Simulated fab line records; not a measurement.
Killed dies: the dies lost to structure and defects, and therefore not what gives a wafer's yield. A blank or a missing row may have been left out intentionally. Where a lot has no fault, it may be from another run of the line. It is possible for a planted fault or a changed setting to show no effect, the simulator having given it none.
fab line records | flow n5-finfet
record: lots: 24 wafers: 72 last-day: 18
route steps=1938 shown ZERO_LAYER@14 WELL_APT@29 PMOS_HMC_CHANNEL_EPI@57
lots untouched by any fault: they come from a run of this same line in which no faults occurred
start-h: hours from the record's opening day to when the first of the lot's shown wafers began | wait-h: hours since the lot's step before | " unchanged from the row above | L1.1+2: a row that stands for several wafers | - value missing, or start not given | * or withheld: withheld | < > ~ a bound
route shown NAME@n: NAME is a module with steps in the file, n the number in the route of the first one | usual: the fault-free wafers' mean and standard deviation | same: alike in all rows | chamber/n: place in a boat | sites: readings site by site | _std_site: standard deviation of those values | _edge_site: mean of outer sites minus mean of inner sites | radius-mm: for every site, how far away it sits from the centre of the wafer | mask NAME#n: copy n | behind: the tool/chamber that last shaped the wafer | hold: what put the lot on hold/how long, in hours/how the hold closed | device: whichever transistor did not switch (one of n, p or np) | end of line: the route-end tests of the same wafers | where a step has no rows: the recipe by itself | killed: count of dies lost to structure and defects at first sort (not the wafer's yield) | map: shows each die of a wafer: x if killed, . if not, _ if none is there
set.NAME: the setting the step ran with; set.NAME@STEP: the setting that earlier step ran with | model.NAME: the simulator's own value behind a step, which no gauge read
route steps across a sampled set of lots; one table per step, one row per wafer
services: a tool's chamber out of use, with start hour (start-h, from the record's first day; less than 0 if before it), hours out, and reason
== steps ==
step: N5_ZERO_LAYER_DESCUM_16
recipe: chemistry: O2 time-s: 7.9 source-power-w: 50 bias-power-w: 20 pressure-mtorr: 20 rf-frequency-hz: 2.712e+07 temp-c: 40 o2-flow-sccm: 225
usual: drypump-motor-current-A: 5.6/0.34 oes-product-au: 0.80/0.078 rf-vpp-V: 243.2/1.1 showerhead-plenum-p-Torr: 2.10/0.052 throttle-valve-pct: 20.44/0.29
same: time-s: 7.9
columns lot.wafer tool chamber start-h wait-h drypump-motor-current-A oes-product-au rf-hours-counter-h rf-vpp-V showerhead-plenum-p-Torr throttle-valve-pct
L074.4 rie-diel-06 0 12.68 0.0 5.0 0.72 183 243.1 2.16 20.24
L074.5 " 3 " " 5.5 0.79 - 242.1 2.04 20.76
L074.6 " 2 " " 6.0 0.95 - 242.5 2.07 20.42
L075.1 rie-diel-04 1 18.81 0.0 5.8 0.89 45 242.8 2.06 20.28
L075.3 " 0 " " 5.9 0.75 168 243.3 2.07 20.12
L075.6 " 0 " " 5.9 0.74 - 244.7 2.07 20.08
L076.3 rie-diel-02 3 24.88 0.1 5.2 0.89 34 244.3 2.13 20.00
L076.4 " 1 " " 6.1 0.68 249 244.8 2.16 21.06
L076.6 " 0 " " 5.5 0.69 - 243.5 2.16 20.92
L077.1 rie-diel-06 0 30.70 0.0 5.1 0.72 188 243.1 2.16 20.23
L077.2 " 3 " " 5.5 0.80 135 241.5 2.03 20.79
L077.6 " 0 " " 5.1 0.72 - 244.3 2.16 20.26
L078.3 rie-diel-04 3 36.80 0.0 5.4 0.78 125 244.3 2.17 20.20
L078.4 " 0 " " 5.9 0.73 174 243.7 2.07 20.10
L078.5 " 1 " " 5.8 0.87 - 241.9 2.05 20.28
L079.1 rie-diel-04 3 42.82 0.0 5.4 0.78 128 244.1 2.17 20.21
L079.4 " 0 " " 5.9 0.73 177 244.7 2.07 20.10
L079.5 " 1 " " 5.9 0.88 - 243.0 2.05 20.30
L080.2 rie-diel-02 0 48.81 0.0 5.5 0.70 230 243.2 2.15 20.92
L080.3 " 3 " " 5.1 0.88 41 243.4 2.13 20.01
L080.5 " 0 " " 5.5 0.69 - 243.8 2.15 20.95
L081.2 rie-diel-06 3 54.80 0.0 5.5 0.79 141 241.4 2.03 20.79
L081.3 " 0 " " 5.1 0.71 194 245.5 2.16 20.24
L081.6 " 3 " " 5.5 0.78 - 242.0 2.03 20.80
L082.1 rie-diel-02 0 60.77 0.1 5.5 0.68 232 244.4 2.15 20.93
L082.4 " 3 " " 5.2 0.87 44 242.9 2.13 20.02
L082.5 " 1 " " 6.1 0.97 - 243.8 2.16 20.84
L083.1 rie-diel-06 3 66.80 0.0 5.5 0.78 145 242.4 2.03 20.80
L083.3 " 2 " " 6.0 0.92 20 243.3 2.07 20.44
L083.4 " 1 " " 5.3 0.81 - 242.5 2.11 20.51
L084.1 rie-diel-06 3 72.69 0.0 5.5 0.78 148 242.6 2.03 20.80
L084.3 " 1 " " 5.3 0.81 109 244.0 2.11 20.50
L084.6 " 1 " " 5.3 0.80 - 242.6 2.11 20.52
L085.1 rie-diel-06 3 78.68 0.0 5.5 0.77 150 242.4 2.03 20.80
L085.4 " 1 " " 5.3 0.80 111 244.4 2.11 20.53
L085.5 " 2 " " 6.0 0.89 - 242.0 2.06 20.46
L086.3 rie-diel-04 2 84.95 0.2 6.1 0.76 134 244.5 2.19 20.31
L086.5 " 0 " " 6.0 0.73 - 243.0 2.06 20.11
L086.6 " 3 " " 5.4 0.77 - 243.8 2.16 20.23
L087.1 rie-diel-04 0 90.68 0.0 6.0 0.72 188 240.8 2.06 20.13
L087.3 " 3 " " 5.4 0.77 140 243.4 2.16 20.23
L087.5 " 0 " " 6.0 0.73 - 243.0 2.06 20.14
L088.2 rie-diel-06 1 96.81 0.0 5.3 0.81 116 242.2 2.11 20.54
L088.3 " 0 " " 5.1 0.71 202 244.0 2.15 20.26
L088.4 " 3 " " 5.5 0.77 156 241.4 2.03 20.82
L089.2 rie-diel-06 0 102.80 0.1 5.1 0.70 203 244.6 2.15 20.27
L089.3 " 2 " " 6.0 0.88 33 241.7 2.06 20.47
L089.4 " 3 " " 5.5 0.78 157 241.7 2.03 20.81
L090.1 rie-diel-02 3 108.75 0.1 5.2 0.85 57 243.8 2.12 20.06
L090.3 " 0 " " 5.5 0.68 246 244.0 2.15 20.97
L090.4 " 1 " " 6.1 0.93 19 242.8 2.16 20.86
L091.3 rie-diel-02 0 114.80 0.0 5.5 0.68 248 243.0 2.15 20.96
L091.4 " 1 " " 6.1 0.92 22 243.6 2.16 20.87
L091.5 " 3 " " 5.1 0.84 - 242.5 2.12 20.05
L092.4 rie-diel-02 1 120.70 0.1 6.1 0.92 - 244.6 2.16 20.88
L092.5 " 2 " " 5.5 0.71 - 242.6 2.08 20.25
L092.6 " 3 " " 5.2 0.84 - 243.8 2.12 20.06
L093.1 rie-diel-02 2 126.68 0.0 5.5 0.72 185 242.8 2.08 20.24
L093.4 " 2 " " 5.5 0.72 - 243.6 2.08 20.24
L093.5 " 1 " " 6.1 0.91 - 243.5 2.15 20.89
L094.1 rie-diel-06 3 132.70 0.0 5.5 0.76 167 241.3 2.02 20.84
L094.2 " 1 " " 5.3 0.80 126 243.4 2.11 20.55
L094.4 " 2 " " 6.0 0.87 42 242.2 2.06 20.47
L095.2 rie-diel-04 3 138.83 0.1 5.4 0.76 153 243.8 2.16 20.24
L095.3 " 1 " " 5.8 0.84 80 241.8 2.04 20.33
L095.6 " 0 " " 5.9 0.72 - 241.1 2.06 20.14
L096.3 rie-diel-04 2 145.06 0.1 6.1 0.75 151 243.9 2.19 20.33
L096.4 " 0 " " 5.9 0.72 203 243.8 2.06 20.15
L096.5 " 1 " " 5.8 0.84 - 241.5 2.04 20.32
L097.2 rie-diel-06 0 150.72 0.1 5.0 0.70 217 243.7 2.15 20.28
L097.3 " 2 " " 6.0 0.86 46 242.7 2.06 20.47
L097.5 " 1 " " 5.4 0.78 - 242.6 2.10 20.55
step: N5_WELL_APT_OVL_MEAS_09
recipe: points-per-wafer: 44
usual: NWELL_OVL: 3/5.5
same: points-per-wafer: 44
columns lot.wafer tool chamber start-h wait-h NWELL_OVL[nm]
L074.4 overlay-02 0 13.71 0.0 1
L074.5 " 0 " " 8
L074.6 " 0 " " 4
L075.1 overlay-01 0 19.71 0.0 5
L075.3 " 0 " " 3
L075.6 " 0 " " 3
L076.3 overlay-02 0 25.79 0.0 4
L076.4 " 0 " " 0
L076.6 " 0 " " -9
L077.1 overlay-02 0 31.76 0.0 3
L077.2 " 0 " " 1
L077.6 " 0 " " 2
L078.3 overlay-01 0 37.71 0.0 7
L078.4 " 0 " " -4
L078.5 " 0 " " 0
L079.1 overlay-01 0 43.75 0.0 -2
L079.4 " 0 " " 7
L079.5 " 0 " " 3
L080.2 overlay-02 0 49.84 0.0 -11
L080.3 " 0 " " -11
L080.5 " 0 " " -8
L081.2 overlay-01 0 55.71 0.0 7
L081.3 " 0 " " 3
L081.6 " 0 " " 1
L082.1 overlay-02 0 61.68 0.0 4
L082.4 " 0 " " 9
L082.5 " 0 " " 5
L083.1 overlay-01 0 67.71 0.0 8
L083.3 " 0 " " 10
L083.4 " 0 " " -1
L084.1 overlay-02 0 73.59 0.0 7
L084.3 " 0 " " 0
L084.6 " 0 " " 0
L085.1 overlay-01 0 79.59 0.0 3
L085.4 " 0 " " -6
L085.5 " 0 " " 2
L086.3 overlay-01 0 85.86 0.0 5
L086.5 " 0 " " 6
L086.6 " 0 " " 5
L087.1 overlay-02 0 91.59 0.0 -1
L087.3 " 0 " " -8
L087.5 " 0 " " -2
L088.2 overlay-01 0 97.84 0.0 4
L088.3 " 0 " " -5
L088.4 " 0 " " 0
L089.2 overlay-01 0 103.78 0.0 11
L089.3 " 0 " " 14
L089.4 " 0 " " 2
L090.1 overlay-01 0 109.66 0.0 15
L090.3 " 0 " " 15
L090.4 " 0 " " 10
L091.3 overlay-02 0 115.71 0.0 7
L091.4 " 0 " " 11
L091.5 " 0 " " 5
L092.4 overlay-01 0 121.59 0.0 5
L092.5 " 0 " " 4
L092.6 " 0 " " 6
L093.1 overlay-02 0 127.59 0.0 4
L093.4 " 0 " " 8
L093.5 " 0 " " 3
L094.1 overlay-02 0 134.02 0.0 1
L094.2 " 0 " " 2
L094.4 " 0 " " 7
L095.2 overlay-02 0 139.98 0.0 1
L095.3 " 0 " " -3
L095.6 " 0 " " 0
L096.3 overlay-02 0 146.10 0.0 10
L096.4 " 0 " " 4
L096.5 " 0 " " 3
L097.2 overlay-02 0 152.01 0.0 3
L097.3 " 0 " " 1
L097.5 " 0 " " 3
step: N5_WELL_APT_CD_MEAS_25
recipe: target-cd-nm: 200 landing-energy-ev: 500 detector: se-inlens
usual: cd-nm: 199.0/1.8
columns lot.wafer tool chamber start-h wait-h cd-nm
L074.4 cd-sem-03 0 15.38 - 198.1
L074.5 " 0 " " 197.5
L074.6 " 0 " " 197.6
L075.1 cd-sem-02 0 20.95 - 198.3
L075.3 " 0 " " 199.3
L075.6 " 0 " " 199.6
L076.3 cd-sem-03 0 27.01 - 201.3
L076.4 " 0 " " 195.8
L076.6 " 0 " " 199.4
L077.1 cd-sem-02 0 32.85 - 200.8
L077.2 " 0 " " 198.8
L077.6 " 0 " " 200.3
L078.3 cd-sem-01 0 38.83 - 202.7
L078.4 " 0 " " 201.8
L078.5 " 0 " " 202.5
L079.1 cd-sem-01 0 44.84 - 194.1
L079.4 " 0 " " 196.8
L079.5 " 0 " " 197.2
L080.2 cd-sem-02 0 51.03 - 197.4
L080.3 " 0 " " 200.0
L080.5 " 0 " " 198.9
L081.2 cd-sem-02 0 56.82 - 200.7
L081.3 " 0 " " 200.6
L081.6 " 0 " " 199.6
L082.1 cd-sem-02 0 62.77 - 196.8
L082.4 " 0 " " 198.0
L082.5 " 0 " " 200.0
L083.1 cd-sem-01 0 68.82 - 197.8
L083.3 " 0 " " 201.5
L083.4 " 0 " " 195.7
L084.1 cd-sem-01 0 74.93 - 197.0
L084.3 " 0 " " 198.2
L084.6 " 0 " " 198.3
L085.1 cd-sem-02 0 80.80 - 193.3
L085.4 " 0 " " 195.9
L085.5 " 0 " " 196.9
L086.3 cd-sem-01 0 87.25 - 195.0
L086.5 " 0 " " 197.5
L086.6 " 0 " " 200.6
L087.1 cd-sem-02 0 93.74 - 200.4
L087.3 " 0 " " 199.6
L087.5 " 0 " " 201.6
L088.2 cd-sem-01 0 98.97 - 200.0
L088.3 " 0 " " 200.2
L088.4 " 0 " " 202.7
L089.2 cd-sem-01 0 105.81 - 200.1
L089.3 " 0 " " 199.3
L089.4 " 0 " " 197.8
L090.1 cd-sem-02 0 110.80 - 198.8
L090.3 " 0 " " 197.8
L090.4 " 0 " " 197.6
L091.3 cd-sem-01 0 117.76 - 196.9
L091.4 " 0 " " 198.0
L091.5 " 0 " " 200.5
L092.4 cd-sem-03 0 122.86 - 198.3
L092.5 " 0 " " 199.0
L092.6 " 0 " " 199.2
L093.1 cd-sem-01 0 129.09 - 199.9
L093.4 " 0 " " 198.7
L093.5 " 0 " " 199.0
L094.1 cd-sem-01 0 135.37 - 197.9
L094.2 " 0 " " 197.4
L094.4 " 0 " " 198.8
L095.2 cd-sem-01 0 141.34 - 198.5
L095.3 " 0 " " 199.4
L095.6 " 0 " " 201.2
L096.3 cd-sem-03 0 147.34 - 195.7
L096.4 " 0 " " 200.2
L096.5 " 0 " " 198.9
L097.2 cd-sem-02 0 153.35 - 197.4
L097.3 " 0 " " 197.3
L097.5 " 0 " " 197.2
step: N5_WELL_APT_OVL_MEAS_26
recipe: points-per-wafer: 44
usual: PWELL_OVL: 0/5.3
same: points-per-wafer: 44
columns lot.wafer tool chamber start-h wait-h PWELL_OVL[nm]
L074.4 overlay-02 0 15.40 0.0 8
L074.5 " 0 " " 0
L074.6 " 0 " " 7
L075.1 overlay-01 0 20.98 0.0 -9
L075.3 " 0 " " 3
L075.6 " 0 " " 1
L076.3 overlay-02 0 27.04 0.0 8
L076.4 " 0 " " -2
L076.6 " 0 " " 4
L077.1 overlay-02 0 32.88 0.0 0
L077.2 " 0 " " 2
L077.6 " 0 " " 5
L078.3 overlay-02 0 38.85 0.0 -4
L078.4 " 0 " " -7
L078.5 " 0 " " -3
L079.1 overlay-01 0 44.87 0.0 0
L079.4 " 0 " " 3
L079.5 " 0 " " 0
L080.2 overlay-02 0 51.06 0.0 -2
L080.3 " 0 " " 0
L080.5 " 0 " " -7
L081.2 overlay-01 0 56.85 0.0 -3
L081.3 " 0 " " 6
L081.6 " 0 " " 8
L082.1 overlay-01 0 62.80 0.0 -2
L082.4 " 0 " " 2
L082.5 " 0 " " 0
L083.1 overlay-01 0 68.85 0.0 6
L083.3 " 0 " " 3
L083.4 " 0 " " 6
L084.1 overlay-01 0 74.96 0.0 -2
L084.3 " 0 " " 2
L084.6 " 0 " " 6
L085.1 overlay-01 0 80.83 0.0 0
L085.4 " 0 " " 0
L085.5 " 0 " " 0
L086.3 overlay-01 0 87.28 0.0 2
L086.5 " 0 " " 3
L086.6 " 0 " " -2
L087.1 overlay-02 0 93.77 0.0 5
L087.3 " 0 " " 3
L087.5 " 0 " " -5
L088.2 overlay-01 0 99.00 0.0 -4
L088.3 " 0 " " 2
L088.4 " 0 " " -10
L089.2 overlay-02 0 105.84 0.0 2
L089.3 " 0 " " 0
L089.4 " 0 " " 4
L090.1 overlay-01 0 110.83 0.0 -7
L090.3 " 0 " " -1
L090.4 " 0 " " 3
L091.3 overlay-02 0 117.79 0.0 -8
L091.4 " 0 " " -7
L091.5 " 0 " " -9
L092.4 overlay-02 0 122.88 0.0 -4
L092.5 " 0 " " 0
L092.6 " 0 " " -10
L093.1 overlay-01 0 129.12 0.0 -1
L093.4 " 0 " " 11
L093.5 " 0 " " 2
L094.1 overlay-02 0 135.40 0.0 -4
L094.2 " 0 " " -4
L094.4 " 0 " " -11
L095.2 overlay-02 0 141.37 0.0 -1
L095.3 " 0 " " -1
L095.6 " 0 " " 6
L096.3 overlay-02 0 147.37 0.0 -1
L096.4 " 0 " " -5
L096.5 " 0 " " 6
L097.2 overlay-01 0 153.38 0.0 -7
L097.3 " 0 " " 7
L097.5 " 0 " " 0
step: N5_WELL_APT_RTA_34
recipe: temp-c: 1000 time-s: 10 ambient: N2 idle-temp-c: 600 ramp-up-c-per-s: 150 ramp-down-c-per-s: 60 cool-to-c: 600
usual: lamp-power-pct: 13.01/0.055 lamp_zone_6_pct: 12.924/0.029 wafer_temp_C_max: 1003.7/1.1
same: time-s: 10
columns lot.wafer tool chamber start-h wait-h lamp-power-pct lamp_zone_6_pct wafer_temp_C_max
L074.4 rtp-anneal-01 0 16.28 0.1 12.96 12.961 1004.9
L074.5 " 0 " " 12.84 13.019 1003.3
L074.6 " 0 " " 13.07 12.925 1003.5
L075.1 rtp-anneal-01 0 21.89 0.1 13.01 12.969 1005.3
L075.3 " 0 " " 13.02 12.952 1003.2
L075.6 " 0 " " 12.99 12.887 1003.9
L076.3 rtp-anneal-01 0 28.13 0.3 13.06 12.968 1003.1
L076.4 " 0 " " 12.95 12.967 1004.1
L076.6 " 0 " " 12.96 12.941 1003.8
L077.1 rtp-anneal-01 0 33.92 0.2 12.94 12.916 1001.9
L077.2 " 0 " " 12.89 12.909 1004.4
L077.6 " 0 " " 13.04 12.988 1003.5
L078.3 rtp-anneal-01 0 39.75 0.1 13.02 12.921 1004.6
L078.4 " 0 " " 12.99 12.952 1003.9
L078.5 " 0 " " 12.98 12.954 1004.7
L079.1 rtp-anneal-01 0 45.85 0.2 13.00 12.900 1005.1
L079.4 " 0 " " 13.12 12.936 1003.3
L079.5 " 0 " " 12.97 12.900 1003.9
L080.2 rtp-anneal-01 0 53.54 1.7 13.10 12.968 1003.0
L080.3 " 0 " " 12.96 12.926 1002.7
L080.5 " 0 " " 13.04 12.910 1002.4
L081.2 rtp-anneal-01 0 57.88 0.0 12.93 12.893 1004.1
L081.3 " 0 " " 12.94 12.989 1003.9
L081.6 " 0 " " 13.02 12.894 1003.7
L082.1 rtp-anneal-01 0 63.63 0.0 12.99 12.930 1006.0
L082.4 " 0 " " 13.06 12.944 1002.2
L082.5 " 0 " " 13.04 12.928 1006.7
L083.1 rtp-anneal-01 0 70.08 0.2 12.98 12.905 1003.7
L083.3 " 0 " " 12.90 12.956 1003.8
L083.4 " 0 " " 13.14 12.930 1001.2
L084.1 rtp-anneal-02 0 75.82 0.0 13.05 12.902 1003.6
L084.3 " 0 " " 13.01 12.934 1003.4
L084.6 " 0 " " 13.01 12.925 1005.4
L085.1 rtp-anneal-01 0 81.92 0.0 13.03 13.005 1004.0
L085.4 " 0 " " 12.94 12.909 1003.6
L085.5 " 0 " " 12.96 12.937 1002.1
L086.3 rtp-anneal-02 0 89.71 0.3 12.95 12.894 1001.8
L086.5 " 0 " " 13.07 12.898 1002.5
L086.6 " 0 " " 13.01 12.890 1002.4
L087.1 rtp-anneal-01 0 94.61 0.0 12.99 12.884 1004.4
L087.3 " 0 " " 12.87 12.913 1003.1
L087.5 " 0 " " 13.03 12.934 1002.5
L088.2 rtp-anneal-01 0 100.30 0.1 12.94 12.887 1004.4
L088.3 " 0 " " 12.96 12.960 1003.6
L088.4 " 0 " " 12.98 12.897 1002.0
L089.2 rtp-anneal-02 0 107.44 0.0 13.06 12.935 1002.5
L089.3 " 0 " " 13.03 12.913 1003.4
L089.4 " 0 " " 12.96 12.978 1001.5
L090.1 rtp-anneal-01 0 111.95 0.0 13.07 12.917 1003.5
L090.3 " 0 " " 12.97 12.918 1003.6
L090.4 " 0 " " 12.97 12.929 1002.6
L091.3 rtp-anneal-02 0 118.86 0.3 12.98 12.901 1004.3
L091.4 " 0 " " 12.97 12.918 1002.4
L091.5 " 0 " " 13.02 12.878 1003.4
L092.4 rtp-anneal-02 0 123.97 0.3 12.98 12.941 1005.7
L092.5 " 0 " " 13.01 12.931 1004.9
L092.6 " 0 " " 12.97 12.940 1003.4
L093.1 rtp-anneal-02 0 130.39 0.2 13.02 12.951 1004.1
L093.4 " 0 " " 13.06 12.888 1004.4
L093.5 " 0 " " 12.97 12.944 1006.1
L094.1 rtp-anneal-01 0 136.32 0.0 13.03 12.924 1002.9
L094.2 " 0 " " 12.97 12.931 1002.7
L094.4 " 0 " " 13.07 12.901 1005.1
L095.2 rtp-anneal-01 0 142.21 0.0 12.96 12.877 1004.9
L095.3 " 0 " " 13.02 12.870 1003.4
L095.6 " 0 " " 13.03 12.914 1004.5
L096.3 rtp-anneal-02 0 148.24 0.1 13.05 12.889 1004.8
L096.4 " 0 " " 12.94 12.940 1004.1
L096.5 " 0 " " 13.11 12.974 1004.3
L097.2 rtp-anneal-02 0 154.21 0.0 13.07 12.933 1002.9
L097.3 " 0 " " 13.02 12.915 1003.9
L097.5 " 0 " " 13.05 12.938 1003.3
step: N5_PMOS_HMC_CHANNEL_EPI_HM_DEP_34
recipe: material: SiO2 target-thk-a: 360 temp-c: 400 precursor: TEOS/O2 pressure-torr: 6.5 rf-w: 900 teos-flow-sccm: 161.4 gas: O2 flow-sccm: 2650 time-s: 6.9
usual: heater-power-w: 521/92 showerhead-plenum-p-Torr: 8.34/0.034 throttle-valve-pct: 18.8/1.4
same: time-s: 6.9
columns lot.wafer tool chamber start-h wait-h heater-power-w showerhead-plenum-p-Torr throttle-valve-pct
L074.4 pecvd-03 2 17.35 0.0 510 8.33 17.4
L074.5 " 0 " " 355 8.33 18.7
L074.6 " 1 " " 700 8.37 21.0
L075.1 pecvd-02 1 23.00 0.0 465 8.36 20.5
L075.3 " 2 " " 572 8.33 16.8
L075.6 " 1 " " 468 8.32 20.7
L076.3 pecvd-04 1 29.47 0.0 468 8.30 18.4
L076.4 " 2 " " 535 8.40 19.9
L076.6 " 0 " " 381 8.35 17.3
L077.1 pecvd-02 1 35.30 0.0 526 8.35 20.7
L077.2 " 0 " " 565 8.41 19.7
L077.6 " 2 " " 494 8.33 17.0
L078.3 pecvd-03 1 41.11 0.0 719 8.36 20.9
L078.4 " 2 " " 499 8.30 17.4
L078.5 " 1 " " 695 8.37 20.9
L079.1 pecvd-04 1 47.23 0.0 508 8.29 18.0
L079.4 " 1 " " 509 8.31 18.0
L079.5 " 2 " " 525 8.38 19.8
L080.2 pecvd-04 2 54.63 0.0 528 8.37 19.8
L080.3 " 0 " " 357 8.35 17.3
L080.5 " 1 " " 414 8.27 18.0
L081.2 pecvd-02 2 58.97 0.0 579 8.34 17.0
L081.3 " 0 " " 522 8.39 19.4
L081.6 " 0 " " 524 8.40 19.8
L082.1 pecvd-03 1 64.55 0.0 668 8.38 20.9
L082.4 " 1 " " 682 8.36 21.1
L082.5 " 0 " " 456 8.35 18.6
L083.1 pecvd-03 1 71.21 0.0 679 8.34 20.7
L083.3 " 0 " " 395 8.35 19.0
L083.4 " 1 " " 696 8.35 21.0
L084.1 pecvd-03 2 76.79 0.0 579 8.30 17.6
L084.3 " 1 " " 633 8.36 20.7
L084.6 " 0 " " 405 8.36 18.9
L085.1 pecvd-02 1 83.06 0.1 542 8.32 20.4
L085.4 " 0 " " 641 8.39 19.5
L085.5 " 1 " " 559 8.31 20.2
L086.3 pecvd-04 1 90.67 0.0 432 8.29 18.1
L086.5 " 2 " " 569 8.38 19.6
L086.6 " 0 " " 424 8.36 17.5
L087.1 pecvd-02 1 95.61 0.0 475 8.33 20.7
L087.3 " 2 " " 555 8.37 17.3
L087.5 " 1 " " 488 8.31 20.7
L088.2 pecvd-02 1 101.48 0.0 502 8.34 20.5
L088.3 " 2 " " 534 8.34 17.3
L088.4 " 1 " " 501 8.32 20.4
L089.2 pecvd-04 1 108.53 0.0 493 8.29 18.2
L089.3 " 0 " " 373 8.38 17.7
L089.4 " 1 " " 496 8.28 18.1
L090.1 pecvd-03 1 113.12 0.0 671 8.35 20.8
L090.3 " 2 " " 497 8.28 17.5
L090.4 " 1 " " 680 8.36 21.0
L091.3 pecvd-04 2 119.73 0.0 542 8.39 20.0
L091.4 " 0 " " 468 8.36 17.5
L091.5 " 2 " " 541 8.38 19.9
L092.4 pecvd-03 1 124.84 0.0 654 8.37 21.0
L092.5 " 2 " " 551 8.30 17.3
L092.6 " 0 " " 414 8.34 18.9
L093.1 pecvd-02 1 131.56 0.0 555 8.34 20.6
L093.4 " 0 " " 540 8.38 19.2
L093.5 " 2 " " 490 8.32 17.2
L094.1 pecvd-03 0 137.23 0.0 350 8.36 19.0
L094.2 " 1 " " 717 8.37 21.1
L094.4 " 0 " " 349 8.36 19.1
L095.2 pecvd-04 1 143.57 0.0 476 8.28 18.2
L095.3 " 0 " " 442 8.35 17.6
L095.6 " 2 " " 586 8.39 20.0
L096.3 pecvd-02 0 149.58 0.0 592 8.42 19.5
L096.4 " 2 " " 528 8.34 17.3
L096.5 " 1 " " 539 8.35 20.6
L097.2 pecvd-04 0 155.10 0.0 371 8.34 17.6
L097.3 " 0 " " 378 8.36 17.6
L097.5 " 0 " " 368 8.34 17.2
== services ==
columns tool chamber start-h hours kind
rie-diel-02 1 8.51 8.2 repair
pecvd-04 - 9.24 5.3 repair
rie-diel-02 0 10.74 3.0 repair
rtp-anneal-02 - 23.82 32.1 pm
rie-diel-06 2 26.15 4.5 repair
rie-diel-02 1 28.14 - clean
rie-diel-02 1 28.14 - consumable-replace:focus-ring
rie-diel-02 1 28.14 14.7 scheduled-down
rie-diel-02 1 28.14 14.7 vent-cycle
pecvd-03 0 39.98 23.0 repair
rie-diel-06 1 50.96 14.0 repair
rie-diel-06 0 59.86 16.9 repair
pecvd-04 1 102.09 4.7 repair
pecvd-04 2 102.25 2.1 scheduled-down
pecvd-02 2 103.90 5.5 scheduled-down
pecvd-02 2 112.56 5.0 scheduled-down
rie-diel-02 0 119.59 - clean
rie-diel-02 0 119.59 - consumable-replace:focus-ring
rie-diel-02 0 119.59 19.3 scheduled-down
rie-diel-02 0 119.59 19.3 vent-cycle
pecvd-03 1 121.03 2.1 scheduled-down
rie-diel-06 2 136.20 3.6 repair
rie-diel-02 1 146.20 2.6 repair
== key ==
fault none
